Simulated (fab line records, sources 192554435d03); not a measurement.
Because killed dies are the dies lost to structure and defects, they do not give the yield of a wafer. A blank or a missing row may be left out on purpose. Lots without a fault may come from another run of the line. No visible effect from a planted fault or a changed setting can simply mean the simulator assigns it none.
Split-lot experiment -- flow n5_finfet -- on a route of 1938 steps: 7 lots, 39 wafers read

THE SPLIT ITSELF
At N5_SD_EPI_P_EPI_21 (deposits SiGe:B, time 355 s), the setting temp_c was moved away from the recipe's 550 C on 18 of the 39 wafers read, by -0.5% to +0.3%. All remaining wafers had this setting at the recipe value.

The file shows no step between the split and the reading.

THE READING
SiGe-B_of_SD_EPI_P_EPI_21.thk_nm (the simulator's own value, which no gauge read), in nm, at N5_SD_EPI_P_HM_STRIP_48 (strips SiNx in H3PO4, material SiNx, target depth 3 nm). There is no usual value for it anywhere in the file. Across the 21 wafers here that went through the recipe, the average is 60.7 nm and the standard deviation 0.82 nm.

wafer,"tool, chamber at the split","temp_c as run, C",against the recipe,"SiGe-B_of_SD_EPI_P_EPI_21.thk_nm, nm",against lot-mates on the recipe
L074.1,"epi_rpcvd-01, 0",547.5,-0.5%,57.8,-2.6
L074.2,"epi_rpcvd-01, 0",550,recipe,60,-
L074.3,"epi_rpcvd-01, 0",550,recipe,60.8,-
L074.4,"epi_rpcvd-01, 0",547.5,-0.5%,58,-2.4
L074.5,"epi_rpcvd-01, 0",547.5,-0.5%,57.4,-3.0
L074.6,"epi_rpcvd-01, 0",550,recipe,60.4,-
L075.2,"epi_rpcvd-01, 0",550,recipe,60.8,-
L075.3,"epi_rpcvd-01, 0",550,recipe,60.8,-
L075.5,"epi_rpcvd-01, 0",550,recipe,61.4,-
L076.1,"epi_rpcvd-02, 0",550,recipe,59.6,-
L076.2,"epi_rpcvd-02, 0",550,recipe,60,-
L076.3,"epi_rpcvd-02, 0",550,recipe,60.2,-
L076.4,"epi_rpcvd-02, 0",551.2,+0.2%,61,+1.1
L076.5,"epi_rpcvd-02, 0",551.2,+0.2%,62.2,+2.3
L076.6,"epi_rpcvd-02, 0",551.2,+0.2%,62,+2.1
L079.1,"epi_rpcvd-01, 0",547,-0.5%,57.8,-3.5
L079.2,"epi_rpcvd-01, 0",550,recipe,61.8,-
L079.3,"epi_rpcvd-01, 0",550,recipe,61.6,-
L079.4,"epi_rpcvd-01, 0",547,-0.5%,57,-4.3
L079.5,"epi_rpcvd-01, 0",550,recipe,60.4,-
L079.6,"epi_rpcvd-01, 0",547,-0.5%,57.6,-3.7
L087.1,"epi_rpcvd-02, 0",551.7,+0.3%,64,+2.7
L087.2,"epi_rpcvd-02, 0",550,recipe,62,-
L087.3,"epi_rpcvd-02, 0",550,recipe,61.2,-
L087.4,"epi_rpcvd-02, 0",550,recipe,60.8,-
L087.5,"epi_rpcvd-02, 0",551.7,+0.3%,64.2,+2.9
L087.6,"epi_rpcvd-02, 0",551.7,+0.3%,63.8,+2.5
L089.1,"epi_rpcvd-04, 0",548.9,-0.2%,59.6,-2.0
L089.3,"epi_rpcvd-04, 0",548.9,-0.2%,59.6,-2.0
L089.2,"epi_rpcvd-04, 0",548.9,-0.2%,60,-1.6
L089.4,"epi_rpcvd-04, 0",550,recipe,61.6,-
L089.5,"epi_rpcvd-04, 0",550,recipe,62.2,-
L089.6,"epi_rpcvd-04, 0",550,recipe,61,-
L094.1,"epi_rpcvd-01, 0",548.7,-0.2%,58.2,-1.4
L094.2,"epi_rpcvd-01, 0",550,recipe,59.2,-
L094.3,"epi_rpcvd-01, 0",550,recipe,60,-
L094.4,"epi_rpcvd-01, 0",548.7,-0.2%,57.6,-2.0
L094.5,"epi_rpcvd-01, 0",550,recipe,59.6,-
L094.6,"epi_rpcvd-01, 0",548.7,-0.2%,57.8,-1.8

FIT RESULTS
A straight line over all 39 wafers: SiGe-B_of_SD_EPI_P_EPI_21.thk_nm changes by +7.12 nm for each +1% of temp_c; r = +0.89; the points scatter about the line by 0.84 nm.
The same after taking each lot's own level away (the mean of its wafers on the recipe; 39 wafers): +7.2 nm for each +1%; r = +0.97; scatter 0.45 nm.
That fit puts the effect of the largest move of temp_c on the reading at 3.9 nm.
The span of the lots' own levels, 59.60 to 61.60 nm, comes to 2.4 times the standard deviation stated above.
Consequently the slope shifts little with the lot-to-lot level, the two slopes agreeing.
Check: with one of the wafers moved furthest among these (-0.5%) left out of the fit, the line predicts -3.92 nm for it against its lot-mates. Against them it came out at -3.47 nm.

OTHER SPLITS ON THESE WAFERS
Before the reading, these wafers also passed through other splits. Each is held against what the fit with the lots' levels taken away leaves over:
other split on the same wafers,wafers away from the commonest value,r with SiGe-B_of_SD_EPI_P_EPI_21.thk_nm (lot level and that fit taken away)
N5_FIN_SAQP_ALD_61 temp_c,15,-0.19
N5_FIN_SAQP_ETCH_65 time_s,12,+0.04
N5_DUMMY_GATE_ETCH_31 target_depth_a,15,-0.03
N5_DUMMY_GATE_ETCH_32 time_s,15,-0.06
N5_SD_EPI_N_LINER_46 target_thk_a,12,+0.14

THE WHOLE CHAIN: every reading that the file lists as answering this split, in the file's order
step,what it does,reading,change (the file's fit),r (the file's)
N5_SD_EPI_P_EPI_21,"deposits SiGe:B, time 355 s","SiGe-B_of_SD_EPI_P_EPI_21.thk_nm (the simulator's own value, which no gauge read)",+7.05 nm for each +1% of the setting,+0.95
N5_SD_EPI_P_HM_STRIP_48,"strips SiNx in H3PO4, material SiNx, target depth 3 nm","SiGe-B_of_SD_EPI_P_EPI_21.thk_nm (the simulator's own value, which no gauge read)",+7.11 nm for each +1% of the setting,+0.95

FILE'S OWN FIT
SiGe-B_of_SD_EPI_P_EPI_21.thk_nm changes by +7.11 nm for each +1% of temp_c, r = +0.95.
